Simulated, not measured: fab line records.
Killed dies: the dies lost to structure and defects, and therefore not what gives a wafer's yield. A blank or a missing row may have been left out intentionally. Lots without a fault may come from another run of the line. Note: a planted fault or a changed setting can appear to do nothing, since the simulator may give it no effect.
Split-lot study ; flow n5_finfet ; 21 wafers read across 7 lots, on a route 1938 steps long

ABOUT THE SPLIT
At N5_BEOL_M5_ETCH_72 (etches underlayer in N2/H2, target depth 6.5 nm, time 5.2 s), the setting bias_w was moved away from the recipe's 150 W on 6 of the 21 wafers read, by -5.7% to +10.9%. This setting was run at the recipe's value on the other wafers.

The reading comes from the split's own step.

THE READING
rf_vpp_V, in V, at N5_BEOL_M5_ETCH_72 (etches underlayer in N2/H2, target depth 6.5 nm, time 5.2 s). A value of 524.0 V with a standard deviation of 2.6 V is what fault-free wafers of this fab line usually give.

wafer;tool, chamber at the split;bias_w as run, W;against the recipe;rf_vpp_V, V;against lot-mates on the recipe
L075.1;rie_diel-02, 3;141.4;-5.7%;506.3;no lot-mate on the recipe
L075.2;rie_diel-02, 1;141.4;-5.7%;506.6;no lot-mate on the recipe
L075.4;rie_diel-02, 2;141.4;-5.7%;502.7;no lot-mate on the recipe
L082.2;rie_diel-04, 0;150;recipe;528.2;-
L082.3;rie_diel-04, 2;150;recipe;525.7;-
L082.5;rie_diel-04, 1;150;recipe;524.1;-
L085.4;rie_diel-02, 3;142.4;-5.1%;507.0;-18.1
L085.5;rie_diel-02, 0;150;recipe;525.1;-
L085.6;rie_diel-02, 1;142.4;-5.1%;508.0;-17.1
L086.2;rie_diel-04, 2;150;recipe;526.2;-
L086.3;rie_diel-04, 1;150;recipe;526.0;-
L086.4;rie_diel-04, 2;166.3;+10.9%;560.9;+34.8
L087.1;rie_diel-06, 2;150;recipe;522.3;-
L087.2;rie_diel-06, 1;150;recipe;525.7;-
L087.6;rie_diel-06, 1;150;recipe;525.0;-
L089.1;rie_diel-04, 0;150;recipe;526.5;-
L089.2;rie_diel-04, 2;150;recipe;525.8;-
L089.4;rie_diel-04, 3;150;recipe;529.2;-
L091.1;rie_diel-04, 1;150;recipe;526.2;-
L091.4;rie_diel-04, 2;150;recipe;525.1;-
L091.6;rie_diel-04, 3;150;recipe;529.0;-

THE FIT
A straight line over all 21 wafers: rf_vpp_V changes by +3.43 V for each +1% of bias_w; r = +0.99; the points scatter about the line by 1.8 V.
The same after taking each lot's own level away (the mean of its wafers on the recipe; 18 wafers): +3.29 V for each +1%; r = +0.99; scatter 1.4 V.
On that fit, the largest move of bias_w shifts the reading by 36 V.
The span of the lots' own levels, 524.33 to 527.17 V, comes to 1.1 times the standard deviation stated above.
The two slopes agree, so the slope changes little with the lot-to-lot level.
Check: +37.7 V against its lot-mates is what the line predicts for one of the wafers moved furthest among these (+10.9%) when that wafer is left out of the fit. Against them it came out at +34.8 V.
Tool readings at the split's step, against how far the setting was moved: rf_vpp_V r = +0.99.

THESE WAFERS: OTHER SPLITS
Before the reading, these wafers also passed through other splits. Each is held against what the fit with the lots' levels taken away leaves over:
other split on the same wafers;wafers away from the commonest value;r with rf_vpp_V (lot level and that fit taken away)
N5_BEOL_M1_COAT_61 spin_rpm;7;+0.05
N5_BEOL_M4_ALD_98 ald_cycles;10;+0.06
N5_BEOL_M4_TRENCH_ETCH_37 source_w;10;-0.18

THE FILE'S OWN FIT
rf_vpp_V changes by +3.25 V for each +1% of bias_w, r = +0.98.
